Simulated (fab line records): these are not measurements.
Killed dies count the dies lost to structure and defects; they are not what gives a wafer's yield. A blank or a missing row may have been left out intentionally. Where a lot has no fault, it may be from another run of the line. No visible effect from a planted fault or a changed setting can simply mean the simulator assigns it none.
The tool behind it: which one? || flow n5_finfet || 9 lots, 27 wafers sampled, at 8 steps of a route of 1938

== WHAT THE GAUGES READ, wafer by wafer ==
N5_FIN_SAQP_OCD_MEAS_76. Usual: 120.2 nm for trench_depth_nm, sd 2.
{"lot": "L455", "measured": "day 2 14:49", "on": "ocd-01", "trench_depth_nm (nm)": "120.2 121.9 121.5", "flag": ""}
{"lot": "L457", "measured": "day 3 03:01", "on": "ocd-01", "trench_depth_nm (nm)": "118.2 120.3 123.3", "flag": ""}
{"lot": "L458", "measured": "day 3 08:49", "on": "ocd-02", "trench_depth_nm (nm)": "119.2 119.8 121.4", "flag": ""}
{"lot": "L461", "measured": "day 4 02:28", "on": "ocd-02", "trench_depth_nm (nm)": "119.6 122.6 119.3", "flag": ""}
{"lot": "L463", "measured": "day 4 14:25", "on": "ocd-01", "trench_depth_nm (nm)": "122.7 119.3 122.1", "flag": ""}
{"lot": "L466", "measured": "day 5 10:54", "on": "ocd-02", "trench_depth_nm (nm)": "119.1 119.0 121.2", "flag": ""}
{"lot": "L471", "measured": "day 6 14:43", "on": "ocd-01", "trench_depth_nm (nm)": "120.1 120.4 121.2", "flag": ""}
{"lot": "L475", "measured": "day 7 14:31", "on": "ocd-01", "trench_depth_nm (nm)": "120.7 117.3 115.1", "flag": ""}
{"lot": "L476", "measured": "day 7 21:28", "on": "ocd-01", "trench_depth_nm (nm)": "121.8 119.4 121.0", "flag": ""}

N5_FIN_SAQP_INSPECT_40: inspects for defects (brightfield). Usual: 226 for raw_defect_count, sd 60.
{"lot": "L455", "measured": "day 2 14:50", "on": "defect_inspect-01", "raw_defect_count": "145 219 184", "flag": ""}
{"lot": "L457", "measured": "day 3 03:03", "on": "defect_inspect-02", "raw_defect_count": "167 222 204", "flag": ""}
{"lot": "L458", "measured": "day 3 08:50", "on": "defect_inspect-01", "raw_defect_count": "239 244 206", "flag": ""}
{"lot": "L461", "measured": "day 4 02:30", "on": "defect_inspect-01", "raw_defect_count": "208 171 242", "flag": ""}
{"lot": "L463", "measured": "day 4 14:27", "on": "defect_inspect-01", "raw_defect_count": "281 208 213", "flag": ""}
{"lot": "L466", "measured": "day 5 10:56", "on": "defect_inspect-02", "raw_defect_count": "219 560 155", "flag": ""}
{"lot": "L471", "measured": "day 6 14:44", "on": "defect_inspect-02", "raw_defect_count": "159 241 123", "flag": ""}
{"lot": "L475", "measured": "day 7 14:32", "on": "defect_inspect-01", "raw_defect_count": "320 169 184", "flag": ""}
{"lot": "L476", "measured": "day 7 21:30", "on": "defect_inspect-01", "raw_defect_count": "232 111 377", "flag": ""}

N5_FIN_CUT_INSPECT_10: inspects for defects (brightfield). Usual: 41 for raw_defect_count, sd 11.
{"lot": "L455", "measured": "day 2 15:21", "on": "defect_inspect-01", "raw_defect_count": "28 27 22", "flag": ""}
{"lot": "L457", "measured": "day 3 03:26", "on": "defect_inspect-02", "raw_defect_count": "36 38 39", "flag": ""}
{"lot": "L458", "measured": "day 3 09:22", "on": "defect_inspect-01", "raw_defect_count": "37 45 36", "flag": ""}
{"lot": "L461", "measured": "day 4 03:01", "on": "defect_inspect-02", "raw_defect_count": "49 45 46", "flag": ""}
{"lot": "L463", "measured": "day 4 14:58", "on": "defect_inspect-02", "raw_defect_count": "40 45 35", "flag": ""}
{"lot": "L466", "measured": "day 5 11:27", "on": "defect_inspect-01", "raw_defect_count": "33 319 25", "flag": "OFF"}
{"lot": "L471", "measured": "day 6 15:16", "on": "defect_inspect-02", "raw_defect_count": "31 38 38", "flag": ""}
{"lot": "L475", "measured": "day 7 15:02", "on": "defect_inspect-02", "raw_defect_count": "45 40 37", "flag": ""}
{"lot": "L476", "measured": "day 7 22:01", "on": "defect_inspect-01", "raw_defect_count": "45 29 56", "flag": ""}

N5_FIN_CUT_INSPECT_17: inspects for defects (brightfield). Usual: 229 for raw_defect_count, sd 59.
{"lot": "L455", "measured": "day 2 16:18", "on": "defect_inspect-01", "raw_defect_count": "155 219 186", "flag": ""}
{"lot": "L457", "measured": "day 3 05:08", "on": "defect_inspect-02", "raw_defect_count": "184 233 216", "flag": ""}
{"lot": "L458", "measured": "day 3 10:18", "on": "defect_inspect-01", "raw_defect_count": "238 252 215", "flag": ""}
{"lot": "L461", "measured": "day 4 03:58", "on": "defect_inspect-01", "raw_defect_count": "208 183 266", "flag": ""}
{"lot": "L463", "measured": "day 4 16:32", "on": "defect_inspect-02", "raw_defect_count": "290 221 224", "flag": ""}
{"lot": "L466", "measured": "day 5 12:25", "on": "defect_inspect-02", "raw_defect_count": "222 544 165", "flag": ""}
{"lot": "L471", "measured": "day 6 16:13", "on": "defect_inspect-01", "raw_defect_count": "154 241 119", "flag": ""}
{"lot": "L475", "measured": "day 7 15:59", "on": "defect_inspect-01", "raw_defect_count": "310 182 188", "flag": ""}
{"lot": "L476", "measured": "day 7 23:12", "on": "defect_inspect-01", "raw_defect_count": "232 120 378", "flag": ""}

N5_BEOL_M4_RC_MEAS_101. Usual: DIBL_N 37.0 mV/V, standard deviation 1.6; DIBL_P 37.0 mV/V, standard deviation 2.1; IOFF_N 0.17 nA/um, standard deviation 0.032; IOFF_P 0.22 nA/um, standard deviation 0.043; ION_N 679 uA/um, standard deviation 13; ION_P 465 uA/um, standard deviation 9.5; SS_N 71.7 mV/dec, standard deviation 0.59; SS_P 73.6 mV/dec, standard deviation 0.64; VT_N 249 mV, standard deviation 3.2; VT_P -249 mV, standard deviation 4.1.
{"lot": "L455", "measured": "day 10 23:23", "on": "prober-01", "DIBL_N (mV/V)": "37.1 36.9 35.1", "DIBL_P (mV/V)": "37.7 37.9 35.9", "IOFF_N (nA/um)": "0.15 0.15 0.13", "IOFF_P (nA/um)": "0.20 0.20 0.19", "ION_N (uA/um)": "663 678 679", "ION_P (uA/um)": "453 467 467", "SS_N (mV/dec)": "72.1 71.6 71.2", "SS_P (mV/dec)": "74.2 74.0 73.1", "VT_N (mV)": "252 253 253", "VT_P (mV)": "-254 -254 -250", "flag": ""}
{"lot": "L457", "measured": "day 10 21:41", "on": "prober-02", "DIBL_N (mV/V)": "39.1 34.8 36.4", "DIBL_P (mV/V)": "40.2 35.0 37.1", "IOFF_N (nA/um)": "0.24 0.13 0.18", "IOFF_P (nA/um)": "0.30 0.19 0.23", "ION_N (uA/um)": "680 659 685", "ION_P (uA/um)": "467 463 468", "SS_N (mV/dec)": "72.0 71.8 72.3", "SS_P (mV/dec)": "74.4 73.2 73.3", "VT_N (mV)": "245 254 250", "VT_P (mV)": "-247 -249 -248", "flag": ""}
{"lot": "L458", "measured": "day 11 19:07", "on": "prober-01", "DIBL_N (mV/V)": "38.3 39.5 38.3", "DIBL_P (mV/V)": "38.2 38.6 38.5", "IOFF_N (nA/um)": "0.19 0.22 0.20", "IOFF_P (nA/um)": "0.23 0.24 0.22", "ION_N (uA/um)": "691 683 685", "ION_P (uA/um)": "469 465 467", "SS_N (mV/dec)": "72.0 72.1 71.9", "SS_P (mV/dec)": "73.2 74.2 73.5", "VT_N (mV)": "246 241 245", "VT_P (mV)": "-249 -248 -250", "flag": ""}
{"lot": "L461", "measured": "day 13 07:55", "on": "prober-01", "DIBL_N (mV/V)": "38.4 38.3 37.5", "DIBL_P (mV/V)": "38.6 39.0 37.0", "IOFF_N (nA/um)": "0.20 0.21 0.18", "IOFF_P (nA/um)": "0.24 0.25 0.22", "ION_N (uA/um)": "692 705 677", "ION_P (uA/um)": "471 473 462", "SS_N (mV/dec)": "71.3 71.4 71.6", "SS_P (mV/dec)": "73.9 74.3 73.4", "VT_N (mV)": "246 243 249", "VT_P (mV)": "-247 -247 -248", "flag": ""}
{"lot": "L463", "measured": "day 13 01:14", "on": "prober-01", "DIBL_N (mV/V)": "37.5 36.7 35.6", "DIBL_P (mV/V)": "38.7 37.8 38.1", "IOFF_N (nA/um)": "0.18 0.17 0.15", "IOFF_P (nA/um)": "0.22 0.20 0.19", "ION_N (uA/um)": "673 681 673", "ION_P (uA/um)": "464 461 457", "SS_N (mV/dec)": "71.7 71.0 71.5", "SS_P (mV/dec)": "74.2 73.7 73.7", "VT_N (mV)": "248 248 250", "VT_P (mV)": "-253 -253 -255", "flag": ""}
{"lot": "L466", "measured": "day 13 18:02", "on": "prober-02", "DIBL_N (mV/V)": "35.3 36.5 37.6", "DIBL_P (mV/V)": "33.1 34.2 36.0", "IOFF_N (nA/um)": "0.14 0.16 0.18", "IOFF_P (nA/um)": "0.21 0.23 0.25", "ION_N (uA/um)": "687 680 684", "ION_P (uA/um)": "479 470 471", "SS_N (mV/dec)": "71.6 71.4 72.2", "SS_P (mV/dec)": "72.5 73.4 73.7", "VT_N (mV)": "248 251 248", "VT_P (mV)": "-247 -245 -245", "flag": ""}
{"lot": "L471", "measured": "day 16 03:49", "on": "prober-02", "DIBL_N (mV/V)": "36.9 36.9 36.6", "DIBL_P (mV/V)": "37.1 37.8 35.7", "IOFF_N (nA/um)": "0.17 0.16 0.16", "IOFF_P (nA/um)": "0.22 0.24 0.21", "ION_N (uA/um)": "685 666 689", "ION_P (uA/um)": "469 461 467", "SS_N (mV/dec)": "71.9 71.8 71.4", "SS_P (mV/dec)": "73.2 73.5 73.7", "VT_N (mV)": "249 252 250", "VT_P (mV)": "-251 -251 -250", "flag": ""}
{"lot": "L475", "measured": "day 16 15:03", "on": "prober-02", "DIBL_N (mV/V)": "38.4 39.6 39.7", "DIBL_P (mV/V)": "39.5 40.4 40.2", "IOFF_N (nA/um)": "0.22 0.26 0.25", "IOFF_P (nA/um)": "0.32 0.36 0.35", "ION_N (uA/um)": "700 719 707", "ION_P (uA/um)": "492 489 487", "SS_N (mV/dec)": "71.9 72.6 72.2", "SS_P (mV/dec)": "74.2 75.2 74.7", "VT_N (mV)": "243 241 242", "VT_P (mV)": "-240 -240 -238", "flag": ""}
{"lot": "L476", "measured": "day 16 17:29", "on": "prober-01", "DIBL_N (mV/V)": "35.9 35.7 36.5", "DIBL_P (mV/V)": "33.4 34.1 36.1", "IOFF_N (nA/um)": "0.13 0.14 0.16", "IOFF_P (nA/um)": "0.17 0.18 0.22", "ION_N (uA/um)": "649 667 661", "ION_P (uA/um)": "447 449 460", "SS_N (mV/dec)": "71.5 71.5 72.2", "SS_P (mV/dec)": "72.9 73.3 73.4", "VT_N (mV)": "253 248 249", "VT_P (mV)": "-255 -253 -251", "flag": ""}

== WHICH TOOL RAN EACH LOT (tool, then ch and the chambers of the sampled wafers, then the start) ==
{"lot": "L455", "N5_FIN_SAQP_RECESS_63": "vapor_etch-02 ch 0,1, day 2 12:58", "N5_FIN_SAQP_STRIP_70": "rie_diel-02 ch 1,2,3, day 2 13:31", "N5_FIN_SAQP_RECESS_71": "vapor_etch-02 ch 0,1, day 2 13:35"}
{"lot": "L457", "N5_FIN_SAQP_RECESS_63": "vapor_etch-02 ch 0,1, day 3 01:07", "N5_FIN_SAQP_STRIP_70": "rie_diel-05 ch 1,3, day 3 01:40", "N5_FIN_SAQP_RECESS_71": "vapor_etch-01 ch 0,1, day 3 01:43"}
{"lot": "L458", "N5_FIN_SAQP_RECESS_63": "vapor_etch-01 ch 0,1, day 3 07:01", "N5_FIN_SAQP_STRIP_70": "rie_diel-05 ch 1,2, day 3 07:32", "N5_FIN_SAQP_RECESS_71": "vapor_etch-02 ch 0,1, day 3 07:38"}
{"lot": "L461", "N5_FIN_SAQP_RECESS_63": "vapor_etch-01 ch 0,1, day 4 00:40", "N5_FIN_SAQP_STRIP_70": "rie_diel-02 ch 1,2,3, day 4 01:07", "N5_FIN_SAQP_RECESS_71": "vapor_etch-02 ch 0,1, day 4 01:13"}
{"lot": "L463", "N5_FIN_SAQP_RECESS_63": "vapor_etch-01 ch 1, day 4 12:17", "N5_FIN_SAQP_STRIP_70": "rie_diel-05 ch 0,2,3, day 4 12:52", "N5_FIN_SAQP_RECESS_71": "vapor_etch-01 ch 0,1, day 4 13:01"}
{"lot": "L466", "N5_FIN_SAQP_RECESS_63": "vapor_etch-01 ch 0,1, day 5 08:53", "N5_FIN_SAQP_STRIP_70": "rie_diel-02 ch 0,1,2, day 5 09:30", "N5_FIN_SAQP_RECESS_71": "vapor_etch-02 ch 0,1, day 5 09:38"}
{"lot": "L471", "N5_FIN_SAQP_RECESS_63": "vapor_etch-01 ch 0,1, day 6 12:52", "N5_FIN_SAQP_STRIP_70": "rie_diel-03 ch 1,2,3, day 6 13:25", "N5_FIN_SAQP_RECESS_71": "vapor_etch-02 ch 0,1, day 6 13:29"}
{"lot": "L475", "N5_FIN_SAQP_RECESS_63": "vapor_etch-01 ch 0,1, day 7 12:46", "N5_FIN_SAQP_STRIP_70": "rie_diel-03 ch 0,3, day 7 13:12", "N5_FIN_SAQP_RECESS_71": "vapor_etch-02 ch 0,1, day 7 13:18"}
{"lot": "L476", "N5_FIN_SAQP_RECESS_63": "vapor_etch-02 ch 0,1, day 7 18:13", "N5_FIN_SAQP_STRIP_70": "rie_diel-05 ch 0,1,3, day 7 18:38", "N5_FIN_SAQP_RECESS_71": "vapor_etch-02 ch 0,1, day 7 20:05"}
- N5_FIN_SAQP_RECESS_63: chemistry HF/NH3, target SiO2, target depth 18 nm, afs cycles 3, sublimation time 60 s.
- N5_FIN_SAQP_STRIP_70: strips in N2/H2.
- N5_FIN_SAQP_RECESS_71: chemistry HF/NH3, target SiO2, target depth 3 nm, afs cycles 1, sublimation time 60 s.

== AS READ BY THE TOOLS THEMSELVES (means over the sampled wafers that have a number; for cases with no such wafer, the mark the record gives instead) ==
N5_FIN_SAQP_RECESS_63. Usual: 5.79 A for drypump_motor_current_A, sd 0.093.
{"lot": "L455", "tool": "vapor_etch-02", "drypump_motor_current_A (A)": 5.87, "flag": ""}
{"lot": "L457", "tool": "vapor_etch-02", "drypump_motor_current_A (A)": 5.86, "flag": ""}
{"lot": "L458", "tool": "vapor_etch-01", "drypump_motor_current_A (A)": 5.77, "flag": ""}
{"lot": "L461", "tool": "vapor_etch-01", "drypump_motor_current_A (A)": 5.71, "flag": ""}
{"lot": "L463", "tool": "vapor_etch-01", "drypump_motor_current_A (A)": 5.83, "flag": ""}
{"lot": "L466", "tool": "vapor_etch-01", "drypump_motor_current_A (A)": 5.75, "flag": ""}
{"lot": "L471", "tool": "vapor_etch-01", "drypump_motor_current_A (A)": 5.75, "flag": ""}
{"lot": "L475", "tool": "vapor_etch-01", "drypump_motor_current_A (A)": 5.76, "flag": ""}
{"lot": "L476", "tool": "vapor_etch-02", "drypump_motor_current_A (A)": 5.78, "flag": ""}

N5_FIN_SAQP_STRIP_70. Usual: drypump_motor_current_A 5.9 A, standard deviation 0.56; h2_flow_sccm 299.9 sccm, standard deviation 1.1; oes_product_au 0.79 a.u., standard deviation 0.094; rf_vpp_V 121.6 V, standard deviation 1.1; showerhead_plenum_p_Torr 3.33 Torr, standard deviation 0.13; throttle_valve_pct 18.9 %, standard deviation 0.34.
{"lot": "L455", "tool": "rie_diel-02", "drypump_motor_current_A (A)": 6.3, "h2_flow_sccm (sccm)": 300.5, "oes_product_au (a.u.)": 0.81, "rf_vpp_V (V)": 121.8, "showerhead_plenum_p_Torr (Torr)": 3.39, "throttle_valve_pct (%)": 19.0, "flag": ""}
{"lot": "L457", "tool": "rie_diel-05", "drypump_motor_current_A (A)": 5.2, "h2_flow_sccm (sccm)": 299.6, "oes_product_au (a.u.)": 0.75, "rf_vpp_V (V)": 122.1, "showerhead_plenum_p_Torr (Torr)": 3.36, "throttle_valve_pct (%)": 18.5, "flag": ""}
{"lot": "L458", "tool": "rie_diel-05", "drypump_motor_current_A (A)": 5.4, "h2_flow_sccm (sccm)": 299.2, "oes_product_au (a.u.)": 0.79, "rf_vpp_V (V)": 121.7, "showerhead_plenum_p_Torr (Torr)": 3.36, "throttle_valve_pct (%)": 18.3, "flag": ""}
{"lot": "L461", "tool": "rie_diel-02", "drypump_motor_current_A (A)": 6.3, "h2_flow_sccm (sccm)": 299.7, "oes_product_au (a.u.)": 0.79, "rf_vpp_V (V)": 121.2, "showerhead_plenum_p_Torr (Torr)": 3.39, "throttle_valve_pct (%)": 19.1, "flag": ""}
{"lot": "L463", "tool": "rie_diel-05", "drypump_motor_current_A (A)": 5.8, "h2_flow_sccm (sccm)": 299.1, "oes_product_au (a.u.)": 0.78, "rf_vpp_V (V)": 122.2, "showerhead_plenum_p_Torr (Torr)": 3.33, "throttle_valve_pct (%)": 18.9, "flag": ""}
{"lot": "L466", "tool": "rie_diel-02", "drypump_motor_current_A (A)": 5.8, "h2_flow_sccm (sccm)": 300.5, "oes_product_au (a.u.)": 0.90, "rf_vpp_V (V)": 121.8, "showerhead_plenum_p_Torr (Torr)": 3.38, "throttle_valve_pct (%)": 18.8, "flag": ""}
{"lot": "L471", "tool": "rie_diel-03", "drypump_motor_current_A (A)": 6.0, "h2_flow_sccm (sccm)": 300.5, "oes_product_au (a.u.)": 0.74, "rf_vpp_V (V)": 121.1, "showerhead_plenum_p_Torr (Torr)": 3.22, "throttle_valve_pct (%)": 19.1, "flag": ""}
{"lot": "L475", "tool": "rie_diel-03", "drypump_motor_current_A (A)": 5.3, "h2_flow_sccm (sccm)": 299.6, "oes_product_au (a.u.)": 0.69, "rf_vpp_V (V)": 121.3, "showerhead_plenum_p_Torr (Torr)": 3.27, "throttle_valve_pct (%)": 19.0, "flag": ""}
{"lot": "L476", "tool": "rie_diel-05", "drypump_motor_current_A (A)": 5.6, "h2_flow_sccm (sccm)": 299.5, "oes_product_au (a.u.)": 0.71, "rf_vpp_V (V)": 121.5, "showerhead_plenum_p_Torr (Torr)": 3.29, "throttle_valve_pct (%)": 18.9, "flag": ""}

N5_FIN_SAQP_RECESS_71. Usual: 5.81 A for drypump_motor_current_A, sd 0.11.
{"lot": "L455", "tool": "vapor_etch-02", "drypump_motor_current_A (A)": 5.77, "flag": ""}
{"lot": "L457", "tool": "vapor_etch-01", "drypump_motor_current_A (A)": 5.75, "flag": ""}
{"lot": "L458", "tool": "vapor_etch-02", "drypump_motor_current_A (A)": 5.88, "flag": ""}
{"lot": "L461", "tool": "vapor_etch-02", "drypump_motor_current_A (A)": 5.79, "flag": ""}
{"lot": "L463", "tool": "vapor_etch-01", "drypump_motor_current_A (A)": 5.74, "flag": ""}
{"lot": "L466", "tool": "vapor_etch-02", "drypump_motor_current_A (A)": 5.89, "flag": ""}
{"lot": "L471", "tool": "vapor_etch-02", "drypump_motor_current_A (A)": 5.85, "flag": ""}
{"lot": "L475", "tool": "vapor_etch-02", "drypump_motor_current_A (A)": 5.86, "flag": ""}
{"lot": "L476", "tool": "vapor_etch-02", "drypump_motor_current_A (A)": 5.79, "flag": ""}

== THE ANSWER, worked out from the rows above alone ==
Rule: lot off if the mean of its wafers having a number is beyond 3 standard deviations from the usual mean. A lot without any number at a reading at which 4 lots or more have one is off too. All remaining lots with rows at the step are treated as sound. After the gauges, taken in route order, come the tools' own readings; for these a lot's mean is taken, as printed above. At the first step where some lot is off, the reading lying furthest off is the one used; lots without a number count as furthest.
Off at N5_FIN_CUT_INSPECT_10 (raw_defect_count): L466.
If a tool, at a process step before that reading, ran all the lots that are off and no sound lot after the first of them, it fits. Those tools and the gauges at N5_FIN_CUT_INSPECT_10 are tried in the same way. One fits: N5_FIN_SAQP_STRIP_70 on rie_diel-02. A fault onset in the window from L461 (day 4 01:07, its last sound lot) to L466 (day 5 09:30, its first lot off) fits.

== WHAT HAD BEEN PUT IN BY THE SIMULATOR ==
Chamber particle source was rie_diel-02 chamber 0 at N5_FIN_SAQP_STRIP_70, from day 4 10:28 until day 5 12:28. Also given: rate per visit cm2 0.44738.
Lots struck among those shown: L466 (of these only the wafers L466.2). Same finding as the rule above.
